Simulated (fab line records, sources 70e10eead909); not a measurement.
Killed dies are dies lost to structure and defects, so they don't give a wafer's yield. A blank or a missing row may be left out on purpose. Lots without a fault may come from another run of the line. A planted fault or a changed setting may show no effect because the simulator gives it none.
A struck lot beside a sound one | flow nand_harc | 15 steps out of a route of 1302
Sound: wafers L398.3, L398.4, L398.6. Struck: wafer L403.3. (L403.1, L403.6 of the same lot were not struck and are left out.) The cause comes at the end.
At each step with rows: each side's tool, then ch and its chambers, then its first start. Under that, the readings that differ: sound wafers | struck wafers | difference of the means | sigmas: that difference in standard deviations of wafers without a fault.
alike: readings whose means differ by less than 2 such deviations, and words and numbers that are the same on both sides. not compared: withheld readings, readings that some wafer has no value for, bounds like >300 that may hide the same value, and numbers for which the record gives no deviation and whose values overlap.
The two part at a step that has a row with sigmas, a row that says differs or no value, or rows on one side only. Numbers that don't overlap but have no deviation are shown without sigmas and don't part them. A reading that every wafer of one side lacks parts them only if that side has two wafers or more.

NHARC_P_M0_OVL_MEAS_10: pitch 180 nm.
  sound on overlay-02, day 6 02:11; struck on overlay-01, day 7 23:49
  alike: overlay_x_nm, overlay_y_nm
NHARC_P_M0_INSPECT_11:
  sound on defect_inspect-01, day 6 02:13; struck on defect_inspect-01, day 7 23:50
  alike: raw_defect_count
then, 1 step without rows for these wafers: NHARC_P_M0_DESCUM_14 (chemistry O2, time 3 s).
NHARC_P_M0_ETCH_34: etches the open film in N2/H2, target depth 40 nm, overetch 12 nm, time 43.94 s.
  sound on rie_diel-01 ch 0,3, day 6 02:22; struck on rie_diel-01 ch 0, day 8 00:02
  alike: drypump_motor_current_A, oes_product_au, rf_vpp_V, showerhead_plenum_p_Torr, throttle_valve_pct
  not compared: rf_hours_counter_h
NHARC_P_M0_ETCH_15: etches the open film in C4F8/Ar, target depth 150 nm, overetch 15 nm, time 82.5 s.
  sound on rie_diel-01 ch 2,3; struck on rie_diel-01 ch 0
  alike: oes_product_au, rf_vpp_V
  not compared: rf_hours_counter_h
NHARC_P_M0_CD_MEAS_16:
  sound on cd_sem-02, day 6 02:35; struck on cd_sem-02, day 8 00:58
  alike: cd_nm
then, 3 steps without rows for these wafers: NHARC_P_M0_STRIP_18 (strips in N2/H2); NHARC_P_M0_STRIP_19 (strips in post etch residue remover, time 600 s); NHARC_P_M0_DEGAS_28 (time 60 s).
NHARC_P_M0_PRE_CLEAN_29: time 30 s.
  sound on pvd_sputter-02; struck on pvd_sputter-01
  alike: heater_power_w
NHARC_P_M0_PVD_20: deposits TaN, target thk 5 nm, time 8.06 s.
  sound on pvd_sputter-02; struck on pvd_sputter-01
  alike: throttle_valve_pct
NHARC_P_M0_PVD_21: deposits Cu, target thk 30 nm, time 20.49 s.
  sound on pvd_sputter-02; struck on pvd_sputter-01
  alike: throttle_valve_pct
NHARC_P_M0_ECD_22: material Cu, target thk 400 nm.
  sound on ecd_cu-02 ch 0,1, day 6 03:40; struck on ecd_cu-02 ch 0,1, day 8 01:57
then, 1 step without rows for these wafers: NHARC_P_M0_ANNEAL_30 (time 90 s).
NHARC_P_M0_CMP_23: polishes, t overpolish 20 s, target thk 117.54 nm.
  sound on cmp-01 ch 1,3, day 6 04:18; struck on cmp-01 ch 3, day 8 02:40
  reading                | sound          | struck | difference | sigmas
  time_to_endpoint_s (s) | 29.6 29.7 31.5 | 5.3    | -25.0      | -11
  alike: motor_current_A, slurry_filter_dp_kPa

WHERE THEY PART
Only at NHARC_P_M0_CMP_23, within this record.

WHY: what the simulator had put in
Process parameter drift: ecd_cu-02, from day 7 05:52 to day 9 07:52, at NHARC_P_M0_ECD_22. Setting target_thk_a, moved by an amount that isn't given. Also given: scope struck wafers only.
